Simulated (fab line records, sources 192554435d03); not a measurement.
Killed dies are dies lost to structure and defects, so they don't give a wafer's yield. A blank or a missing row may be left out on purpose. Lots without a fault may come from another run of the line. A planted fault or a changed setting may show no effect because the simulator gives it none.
Split-lot experiment | flow n5_finfet | 7 lots, 39 wafers read, on a route of 1938 steps

THE SPLIT
At N5_BEOL_M4_DESCUM_33 (chemistry O2, time 7 s), the setting time_s was moved away from the recipe's 7 s on 15 of the 39 wafers read, by -16.5% to +43.6%. The other wafers ran this setting at the recipe's value.

The reading is taken at the split's own step.

THE READING
CAR-EUV_of_BEOL_M4_COAT_22.thk_nm (the simulator's own value, which no gauge read), in nm, at N5_BEOL_M4_DESCUM_33 (chemistry O2, time 7 s). The file gives no usual value for it. The 24 wafers here that ran the recipe average 26.1 nm, standard deviation 0.11 nm.

wafer  | tool, chamber at the split | time_s as run, s | against the recipe | CAR-EUV_of_BEOL_M4_COAT_22.thk_nm, nm | against lot-mates on the recipe
L078.1 | rie_diel-05, 3             | 8.493            | +21.3%             | 25.2                                  | -0.8
L078.6 | rie_diel-05, 3             | 8.493            | +21.3%             | 25.2                                  | -0.8
L078.2 | rie_diel-05, 0             | 8.493            | +21.3%             | 25.4                                  | -0.6
L078.3 | rie_diel-05, 1,2,2         | 7                | recipe             | 26                                    | -
L078.4 | rie_diel-05, 1,2,2         | 7                | recipe             | 26                                    | -
L078.5 | rie_diel-05, 1,2,2         | 7                | recipe             | 26                                    | -
L083.1 | rie_diel-05, 2,3           | 7                | recipe             | 26                                    | -
L083.4 | rie_diel-05, 2,3           | 7                | recipe             | 26                                    | -
L083.2 | rie_diel-05, 0             | 9.341            | +33.4%             | 25                                    | -1.1
L083.5 | rie_diel-05, 0             | 9.341            | +33.4%             | 25                                    | -1.1
L083.3 | rie_diel-05, 1             | 9.341            | +33.4%             | 24.8                                  | -1.3
L083.6 | rie_diel-05, 3             | 7                | recipe             | 26.2                                  | -
L085.1 | rie_diel-02, 0,3           | 7                | recipe             | 26.2                                  | -
L085.3 | rie_diel-02, 0,3           | 7                | recipe             | 26.2                                  | -
L085.2 | rie_diel-02, 1             | 10.05            | +43.6%             | 24.6                                  | -1.5
L085.6 | rie_diel-02, 1             | 10.05            | +43.6%             | 24.6                                  | -1.5
L085.4 | rie_diel-02, 2             | 7                | recipe             | 26                                    | -
L085.5 | rie_diel-02, 2             | 10.05            | +43.6%             | 24.4                                  | -1.7
L087.1 | rie_diel-02, 3,2,3         | 5.845            | -16.5%             | 26.6                                  | +0.7
L087.4 | rie_diel-02, 3,2,3         | 5.845            | -16.5%             | 26.6                                  | +0.7
L087.5 | rie_diel-02, 3,2,3         | 5.845            | -16.5%             | 26.6                                  | +0.7
L087.2 | rie_diel-02, 0             | 7                | recipe             | 26                                    | -
L087.6 | rie_diel-02, 0             | 7                | recipe             | 26                                    | -
L087.3 | rie_diel-02, 1             | 7                | recipe             | 25.8                                  | -
L091.2 | rie_diel-02, 3,0,1         | 7                | recipe             | 26                                    | -
L091.3 | rie_diel-02, 3,0,1         | 7                | recipe             | 26                                    | -
L091.5 | rie_diel-02, 3,0,1         | 7                | recipe             | 26                                    | -
L097.1 | rie_diel-06, 0,1           | 8.721            | +24.6%             | 25.4                                  | -0.8
L097.3 | rie_diel-06, 0,1           | 8.721            | +24.6%             | 25.4                                  | -0.8
L097.2 | rie_diel-06, 2             | 8.721            | +24.6%             | 25.2                                  | -1.0
L097.4 | rie_diel-06, 3,0,1         | 7                | recipe             | 26.2                                  | -
L097.5 | rie_diel-06, 3,0,1         | 7                | recipe             | 26.2                                  | -
L097.6 | rie_diel-06, 3,0,1         | 7                | recipe             | 26.2                                  | -
L096.1 | rie_diel-06, 2,3,1         | 7                | recipe             | 26                                    | -
L096.4 | rie_diel-06, 2,3,1         | 7                | recipe             | 26                                    | -
L096.6 | rie_diel-06, 2,3,1         | 7                | recipe             | 26                                    | -
L096.2 | rie_diel-06, 1,0,2         | 7                | recipe             | 26.2                                  | -
L096.3 | rie_diel-06, 1,0,2         | 7                | recipe             | 26.2                                  | -
L096.5 | rie_diel-06, 1,0,2         | 7                | recipe             | 26.2                                  | -
Where a row lists several chambers, the file gives one row for several wafers and doesn't say which wafer went through which chamber.

THE FIT
A straight line over all 39 wafers: CAR-EUV_of_BEOL_M4_COAT_22.thk_nm changes by -0.0341 nm for each +1% of time_s; r = -0.98; the points scatter about the line by 0.11 nm.
The same after taking each lot's own level away (the mean of its wafers on the recipe; 39 wafers): -0.0361 nm for each +1%; r = -0.99; scatter 0.087 nm.
On that fit, the largest move of time_s shifts the reading by 1.6 nm.
The lots' own levels span 25.93 to 26.20 nm, that is 2.4 times the standard deviation above.
So the lot-to-lot level changes the slope little: the two slopes agree.
Check: with one of the wafers moved furthest among these (+43.6%) left out of the fit, the line predicts -1.56 nm for it against its lot-mates. It came out at -1.53 nm against them.

OTHER SPLITS ON THESE WAFERS
These wafers also went through other splits before the reading. Each is held against what the fit with the lots' levels taken away leaves over:
other split on the same wafers            | wafers away from the commonest value | r with CAR-EUV_of_BEOL_M4_COAT_22.thk_nm (lot level and that fit taken away)
N5_FIN_CUT_CUT_ETCH_26 time_s             | 12                                   | +0.06
N5_STI_FIN_REVEAL_ETCHBACK_08 time_s      | 12                                   | -0.19
N5_HKMG_FIN_HK_ALD_01 ald_cycles          | 15                                   | -0.03
N5_MOL_CONTACT_COAG_ALD_27 time_s         | 18                                   | +0.29
N5_BEOL_M0_SAQP_SPACER1_ALD_98 ald_cycles | 12                                   | -0.02
N5_BEOL_M3_ILD_DEP_00 target_thk_a        | 15                                   | +0.02

THE FILE'S OWN FIT
CAR-EUV_of_BEOL_M4_COAT_22.thk_nm changes by -0.0358 nm for each +1% of time_s, r = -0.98.
